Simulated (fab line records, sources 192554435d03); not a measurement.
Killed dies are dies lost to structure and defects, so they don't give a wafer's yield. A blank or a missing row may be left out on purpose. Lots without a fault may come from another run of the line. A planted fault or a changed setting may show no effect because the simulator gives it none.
fab line records | flow n5_finfet
record lots=6 wafers=18 last_day=21
route steps=1938 shown MIM_TOP_LITHO@1846 MIM_TOP_ETCH@1851 MIM_BOT_LITHO@1854
lots that met no fault: from a run of the same line without faults
start_h: hours from the record's first day to the start of the lot's first wafer shown | wait_h: hours since the lot's step before | " the same as in the row above | L1.1+2: a row that stands for several wafers | - no value, or no start given | * or withheld: withheld | < > ~ a bound
route shown NAME@n: a module of which the file shows steps, and the number in the route of the first | usual: mean/standard deviation of fault-free wafers | same: alike in all rows | chamber/n: place in a boat | sites: the reading at each site | _std_site: their standard deviation | _edge_site: outer sites' mean less inner sites' | radius_mm: how far each site lies from the wafer's centre | mask NAME#n: copy n | behind: the tool/chamber that last shaped the wafer | hold: why the lot was held/for how many hours/how that ended | device: the transistor (n, p or np) that didn't switch | end of line: the same wafers' tests at the end of the route | a step without rows: its recipe alone | killed: dies lost to structure and defects at the first sort, not the wafer's yield | map: a wafer's dies, x killed, . not, _ none there
set.NAME: the setting as run; set.NAME@STEP: as run at that earlier step | model.NAME: the simulator's own value behind a step, which no gauge read
lots at some steps of the route; a table a step, a row a wafer
services: from which hour (start_h, from the record's first day; less than 0 if before it) a tool's chamber was out of use, for how many hours, and why
## steps
# step N5_MIM_TOP_LITHO_HARDBAKE_09
# recipe temp_c=130 time_s=120
# step N5_MIM_TOP_LITHO_CD_MEAS_08
# recipe target_cd_nm=2000 landing_energy_ev=500 detector=se_inlens
# usual cd_nm=2001.2/2.1
# same landing_energy_ev=500
# columns lot.wafer tool chamber start_h wait_h cd_nm
L641.1 cd_sem-01 0 425.24 - 2002.1
L641.4 " 0 " " 2000.4
L641.5 " 0 " " 2001.7
L647.3 cd_sem-02 0 457.26 - 1999.8
L647.5 " 0 " " 1997.4
L647.6 " 0 " " 2000.1
L646.1 cd_sem-02 0 459.07 - 2001.3
L646.3 " 0 " " 2002.3
L646.4 " 0 " " 2000.6
L654.3 cd_sem-02 0 468.89 - 2001.0
L654.4 " 0 " " 2000.1
L654.6 " 0 " " 2000.8
L650.1 cd_sem-01 0 479.51 - 2000.9
L650.4 " 0 " " 2000.3
L650.6 " 0 " " 1999.7
L653.3 cd_sem-03 0 485.40 - 1998.7
L653.4 " 0 " " 1999.8
L653.5 " 0 " " 2001.0
# step N5_MIM_TOP_LITHO_OVL_MEAS_11
# recipe points_per_wafer=44
# usual MIM_TOP_OVL=3/4.7
# columns lot.wafer tool chamber start_h wait_h MIM_TOP_OVL[nm]
L641.1 overlay-02 0 425.27 0.0 -2
L641.4 " 0 " " 4
L641.5 " 0 " " 1
L647.3 overlay-02 0 457.29 0.0 3
L647.5 " 0 " " 4
L647.6 " 0 " " -2
L646.1 overlay-02 0 459.14 0.1 8
L646.3 " 0 " " 5
L646.4 " 0 " " 2
L654.3 overlay-02 0 468.92 0.0 3
L654.4 " 0 " " 8
L654.6 " 0 " " 8
L650.1 overlay-02 0 479.56 0.0 3
L650.4 " 0 " " -1
L650.6 " 0 " " 3
L653.3 overlay-02 0 485.46 0.1 -4
L653.4 " 0 " " 6
L653.5 " 0 " " -3
# step N5_MIM_TOP_LITHO_INSPECT_12
# recipe mode=adi inspect_instrument=macro
# usual raw_defect_count=1.8/1.3
# columns lot.wafer tool chamber start_h wait_h raw_defect_count
L641.1 defect_inspect-02 - 425.30 0.0 0
L641.4 " - " " 2
L641.5 " - " " 3
L647.3 defect_inspect-02 - 457.31 0.0 2
L647.5 " - " " 1
L647.6 " - " " 3
L646.1 defect_inspect-02 - 459.16 0.0 1
L646.3 " - " " 1
L646.4 " - " " 3
L654.3 defect_inspect-01 - 468.94 0.0 2
L654.4 " - " " 2
L654.6 " - " " 2
L650.1 defect_inspect-02 - 479.58 0.0 2
L650.4 " - " " 0
L650.6 " - " " 3
L653.3 defect_inspect-01 - 485.48 0.0 0
L653.4 " - " " 2
L653.5 " - " " 0
# step N5_MIM_TOP_LITHO_DESCUM_10
# recipe chemistry=O2 time_s=7.9 source_power_w=50 bias_power_w=20 pressure_mtorr=20 rf_frequency_hz=2.712e+07 temp_c=40 o2_flow_sccm=225
# usual drypump_motor_current_A=5.69/0.17 oes_product_au=0.79/0.083 rf_vpp_V=242.5/1.5 showerhead_plenum_p_Torr=2.04/0.068 temp_c=40.02/0.12 throttle_valve_pct=20.40/0.27
# columns lot.wafer tool chamber start_h wait_h drypump_motor_current_A oes_product_au rf_hours_counter_h rf_vpp_V showerhead_plenum_p_Torr temp_c throttle_valve_pct
L641.1 rie_diel-04 0 425.77 0.5 5.87 0.81 93 241.7 2.04 40.04 20.74
L641.4 " 1 " " 5.86 0.83 - 242.9 2.03 40.00 20.33
L641.5 " 2 " " 5.40 0.84 - 243.6 2.13 40.03 20.31
L647.3 rie_diel-01 2 457.34 0.0 5.63 0.97 2 242.5 2.05 39.92 20.50
L647.5 " 1 " " 5.55 0.75 - 243.8 2.14 40.02 20.44
L647.6 " 2 " " 5.63 0.97 - 242.8 2.05 39.98 20.50
L646.1 rie_diel-01 2 459.19 0.0 5.64 0.98 3 242.5 2.05 40.18 20.52
L646.3 " 0 " " 5.73 0.75 190 240.8 1.98 39.94 20.43
L646.4 " 3 " " 5.88 0.81 88 242.7 2.01 39.95 19.97
L654.3 rie_diel-03 2 469.01 0.1 5.93 0.91 20 244.4 2.13 40.12 20.20
L654.4 " 2 " " 5.95 0.92 - 243.6 2.12 39.96 20.19
L654.6 " 0 " " 5.53 0.83 - 242.0 2.05 40.06 20.29
L650.1 rie_diel-03 1 479.62 0.0 5.79 0.69 226 240.4 1.99 39.96 20.87
L650.4 " 0 " " 5.50 0.84 58 242.5 2.05 39.99 20.29
L650.6 " 2 " " 5.98 0.90 - 243.1 2.12 40.06 20.20
L653.3 rie_diel-03 0 485.63 0.1 5.51 0.82 60 242.9 2.05 39.95 20.29
L653.4 " 2 " " 5.99 0.90 28 243.1 2.12 40.04 20.20
L653.5 " 2 " " 5.97 0.90 - 243.6 2.12 39.99 20.20
# step N5_MIM_TOP_ETCH_ETCH_00
# recipe chemistry=Cl2/BCl3 target=TiN target_depth_a=385 ion_energy_ev=150 pressure_mtorr=10 icp_w=1000 bias_w=126 Cl2_flow_sccm=53.25 bcl3_flow_sccm=21.75 Ar_flow_sccm=25
# usual drypump_motor_current_A=6.1/0.41 mfc_ar_sccm=25.00/0.075 oes_product_au=0.84/0.066 throttle_valve_pct=22.56/0.23
# columns lot.wafer tool chamber start_h wait_h drypump_motor_current_A mfc_ar_sccm oes_product_au rf_hours_counter_h throttle_valve_pct
L641.1 rie_metal-02 0 425.86 0.1 6.6 25.16 0.86 20 22.43
L641.4 " 1 " " 5.7 24.95 0.81 - 22.58
L641.5 " 0 " " 6.6 25.13 0.86 - 22.46
L647.3 rie_metal-03 0 457.53 0.1 6.2 24.96 0.84 - 22.65
L647.5 " 0 " " 6.2 24.90 0.84 - 22.64
L647.6 " 1 " " 5.6 24.90 0.95 - 22.17
L646.1 rie_metal-02 1 459.28 0.1 5.8 25.00 0.80 35 22.58
L646.3 " 0 " " 6.6 24.83 0.85 - 22.45
L646.4 " 1 " " 5.7 25.00 0.80 - 22.58
L654.3 rie_metal-01 0 469.14 0.1 6.0 24.96 0.80 - 22.64
L654.4 " 1 " " 6.7 25.07 0.86 - 22.97
L654.6 " 1 " " 6.7 25.12 0.85 - 22.97
L650.1 rie_metal-03 1 479.70 0.1 5.6 24.99 0.94 6 22.18
L650.4 " 0 " " 6.2 25.11 0.83 - 22.65
L650.6 " 1 " " 5.5 24.87 0.94 - 22.18
L653.3 rie_metal-02 0 485.76 0.1 6.6 25.13 0.83 - 22.44
L653.4 " 1 " " 5.7 25.11 0.79 - 22.60
L653.5 " 1 " " 5.7 25.02 0.79 - 22.59
# step N5_MIM_TOP_ETCH_STRIP_01
# recipe chemistry=O2 power_w=600 temp_c=60 pressure_mtorr=30 rf_frequency_hz=6e+07 bias_power_w=0 overash_fraction=0.5 o2_flow_sccm=225
# usual drypump_motor_current_A=5.6/0.41 oes_product_au=0.79/0.073 rf_vpp_V=3.7/1.2 showerhead_plenum_p_Torr=2.10/0.08 temp_c=60.00/0.12 throttle_valve_pct=16.66/0.25
# columns lot.wafer tool chamber start_h wait_h drypump_motor_current_A oes_product_au rf_hours_counter_h rf_vpp_V showerhead_plenum_p_Torr temp_c throttle_valve_pct
L641.1 rie_diel-02 0 426.00 0.1 4.8 0.90 50 3.4 2.23 59.93 16.94
L641.4 " 2 " " 5.1 0.90 28 1.9 2.15 60.24 16.43
L641.5 " 3 " " 5.7 0.77 - 2.0 2.00 59.98 16.98
L647.3 rie_diel-06 2 457.82 0.2 5.5 0.90 37 3.6 2.04 59.80 16.17
L647.5 " 0 " " 5.8 0.72 - 5.3 2.05 59.89 16.79
L647.6 " 3 " " 6.0 0.81 - 3.3 2.11 60.19 16.66
L646.1 rie_diel-02 2 459.42 0.1 5.0 0.86 41 4.2 2.14 59.96 16.50
L646.3 " 0 " " 4.9 0.86 62 5.4 2.23 60.10 16.95
L646.4 " 1 " " 6.4 0.74 164 3.5 2.21 59.96 16.77
L654.3 rie_diel-06 0 469.24 0.1 5.8 0.71 208 4.8 2.05 59.90 16.81
L654.4 " 3 " " 6.1 0.84 91 3.8 2.11 59.88 16.65
L654.6 " 0 " " 5.8 0.73 - 3.8 2.05 60.06 16.84
L650.1 rie_diel-06 0 479.84 0.1 5.8 0.72 211 2.1 2.04 60.17 16.85
L650.4 " 2 " " 5.5 0.87 44 3.9 2.03 60.00 16.19
L650.6 " 3 " " 6.1 0.82 - 3.2 2.10 59.79 16.63
L653.3 rie_diel-02 1 485.95 0.2 6.4 0.75 169 0.9 2.20 60.09 16.84
L653.4 " 3 " " 5.7 0.76 172 4.6 1.99 60.13 16.99
L653.5 " 3 " " 5.7 0.76 - 5.7 1.99 60.23 17.02
# step N5_MIM_TOP_ETCH_PECVD_03
# recipe material=SiNx target_thk_a=200 temp_c=400 precursor=SiH4/NH3/N2 pressure_torr=1.5 rf_w=300 time_s=17.6
# usual heater_power_w=792/66 showerhead_plenum_p_Torr=5.14/0.058 throttle_valve_pct=41/3.3
# columns lot.wafer tool chamber start_h wait_h heater_power_w showerhead_plenum_p_Torr throttle_valve_pct
L641.1 pecvd-03 0 426.07 - 667 5.22 43
L641.4 " 0 " " 680 5.25 43
L641.5 " 2 " " 825 5.08 39
L647.3 pecvd-04 0 457.89 - 846 5.15 45
L647.5 " 0 " " 848 5.17 45
L647.6 " 1 " " 767 5.18 46
L646.1 pecvd-03 1 459.49 - 752 5.07 41
L646.3 " 0 " " 685 5.24 43
L646.4 " 1 " " 740 5.05 41
L654.3 pecvd-04 1 469.30 - 823 5.19 46
L654.4 " 1 " " 829 5.18 46
L654.6 " 2 " " 826 5.10 38
L650.1 pecvd-01 0 479.91 - 724 5.08 43
L650.4 " 2 " " 739 5.15 39
L650.6 " 0 " " 737 5.08 43
L653.3 pecvd-01 2 486.02 - 846 5.14 39
L653.4 " 1 " " 803 5.21 37
L653.5 " 2 " " 846 5.14 39
# step N5_MIM_BOT_LITHO_HMDS_01
# recipe time_s=60 temp_c=120
# step N5_MIM_BOT_LITHO_COAT_02
# recipe spin_rpm=* resist_thk_nm=*
# step N5_MIM_BOT_LITHO_EBR_04
# recipe solvent=PGMEA ebr_width_mm=1.5
# step N5_MIM_BOT_LITHO_SOFTBAKE_03
# recipe temp_c=100 time_s=90
# step N5_MIM_BOT_LITHO_EXPOSE_05
# recipe mask_id=MIM_BOT na=0.55 source_shape=conventional sigma_outer=0.8 polarization=unpolarized dose_mj=24.25
# usual exposure_dose_mJ_cm2=24.255/0.026 focus_offset_nm=0.0/0.58 stage_vel_mm_s=500.08/0.22
# columns lot.wafer tool chamber start_h wait_h mask exposure_dose_mJ_cm2 focus_offset_nm stage_vel_mm_s
L641.1 krf_scanner-02 0 426.38 - MIM_BOT#0 24.252 -0.5 500.25
L641.4 " 0 " " MIM_BOT#0 24.259 -0.6 499.73
L641.5 " 0 " " MIM_BOT#0 24.243 0.7 500.43
L647.3 krf_scanner-01 0 458.20 - MIM_BOT#0 24.328 1.3 499.96
L647.5 " 0 " " MIM_BOT#0 24.283 0.0 500.34
L647.6 " 0 " " MIM_BOT#0 24.247 0.6 500.02
L646.1 krf_scanner-01 0 459.79 - MIM_BOT#0 25.710 1.1 500.45
L646.3 " 0 " " MIM_BOT#0 25.707 0.4 500.30
L646.4 " 0 " " MIM_BOT#0 25.710 0.0 500.17
L654.3 krf_scanner-02 0 469.49 - MIM_BOT#0 24.262 0.8 499.97
L654.4 " 0 " " MIM_BOT#0 24.233 1.0 500.22
L654.6 " 0 " " MIM_BOT#0 24.240 0.8 500.40
L650.1 krf_scanner-01 0 480.21 - MIM_BOT#0 25.713 -0.5 499.99
L650.4 " 0 " " MIM_BOT#0 25.666 -0.3 500.26
L650.6 " 0 " " MIM_BOT#0 25.716 -0.1 500.36
L653.3 krf_scanner-02 0 486.21 - MIM_BOT#0 24.253 0.4 500.14
L653.4 " 0 " " MIM_BOT#0 24.239 -0.5 500.09
L653.5 " 0 " " MIM_BOT#0 24.262 -0.3 500.19
# step N5_MIM_BOT_LITHO_PEB_06
# recipe peb_temp_c=withheld peb_time_s=*
# step N5_MIM_BOT_LITHO_DEVELOP_07
# recipe develop_time_s=60 rinse_liquid=diw dry=air_spin dev_temp_c=21
# step N5_MIM_BOT_LITHO_HARDBAKE_09
# recipe temp_c=130 time_s=120
# step N5_MIM_BOT_LITHO_CD_MEAS_08
# recipe target_cd_nm=3000 landing_energy_ev=500 detector=se_inlens polarity=opening
# usual cd_nm=2998.9/2
# same landing_energy_ev=500
# columns lot.wafer tool chamber start_h wait_h cd_nm
L641.1 cd_sem-01 0 426.55 - 3001.7
L641.4 " 0 " " 2998.0
L641.5 " 0 " " 3001.1
L647.3 cd_sem-02 0 458.37 - 3000.4
L647.5 " 0 " " 2996.5
L647.6 " 0 " " 2997.9
L646.1 cd_sem-01 0 459.97 - 3008.6
L646.3 " 0 " " 3009.3
L646.4 " 0 " " 3007.4
L654.3 cd_sem-02 0 469.66 - 2997.4
L654.4 " 0 " " 3000.7
L654.6 " 0 " " 2999.0
L650.1 cd_sem-01 0 480.39 - 3011.1
L650.4 " 0 " " 3013.2
L650.6 " 0 " " 3011.1
L653.3 cd_sem-02 0 486.38 - 2998.3
L653.4 " 0 " " 2997.8
L653.5 " 0 " " 2995.5
# step N5_MIM_BOT_LITHO_OVL_MEAS_11
# recipe points_per_wafer=44
# usual MIM_BOT_OVL=2/5.9
# columns lot.wafer tool chamber start_h wait_h MIM_BOT_OVL[nm]
L641.1 overlay-02 0 426.58 0.0 -1
L641.4 " 0 " " 8
L641.5 " 0 " " -2
L647.3 overlay-02 0 458.40 0.0 -1
L647.5 " 0 " " -6
L647.6 " 0 " " -1
L646.1 overlay-02 0 460.00 0.0 1
L646.3 " 0 " " -4
L646.4 " 0 " " -1
L654.3 overlay-02 0 469.69 0.0 1
L654.4 " 0 " " 8
L654.6 " 0 " " 7
L650.1 overlay-02 0 480.42 0.0 12
L650.4 " 0 " " 1
L650.6 " 0 " " 6
L653.3 overlay-02 0 486.41 0.0 3
L653.4 " 0 " " -4
L653.5 " 0 " " 5
## services
# columns tool chamber start_h hours kind
rie_metal-03 1 402.05 - clean
rie_metal-03 1 402.05 14.9 scheduled_down
rie_metal-03 1 402.05 14.9 vent_cycle
rie_diel-04 3 403.00 26.1 repair
krf_scanner-01 - 404.05 0.8 repair
rie_diel-01 1 409.37 8.5 repair
rie_diel-06 0 411.47 6.5 repair
krf_scanner-01 - 413.17 4.0 pm
krf_scanner-02 - 417.19 1.3 pm
rie_diel-02 2 417.51 2.8 repair
rie_diel-03 1 417.77 8.0 repair
krf_scanner-02 - 420.04 4.0 pm
krf_scanner-02 - 424.07 1.0 pm
rie_diel-06 2 431.53 15.6 repair
pecvd-03 - 434.29 2.4 repair
krf_scanner-02 - 438.15 0.8 pm
rie_diel-03 2 439.39 1.4 repair
krf_scanner-02 - 441.87 2.6 repair
pecvd-01 - 447.47 14.6 pm
krf_scanner-01 0 448.73 - calibration
krf_scanner-01 - 468.09 3.6 pm
rie_diel-04 3 476.30 4.0 repair
pecvd-04 0 477.56 5.6 repair
krf_scanner-01 - 482.37 0.8 pm
## key
first_sign step=N5_MIM_BOT_LITHO_EXPOSE_05 reading=exposure_dose_mJ_cm2 direction=up sigmas=55 usual=24.255 struck=25.704
effect step=N5_MIM_BOT_LITHO_CD_MEAS_08 reading=cd_nm direction=up sigmas=5.5 usual=2998.9 struck=3010.1
met_at N5_MIM_BOT_LITHO_EXPOSE_05
struck_wafers L646.1,L646.3,L646.4,L650.1,L650.4,L650.6
onset_between 458.20 459.79
fault kind=process_parameter_drift tool=krf_scanner-01 chamber=- onset_h=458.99 steps=N5_MIM_BOT_LITHO_EXPOSE_05 channel=dose_mj offset=1.4333 shape=step acts_in=these_recipes_only stated=24.25
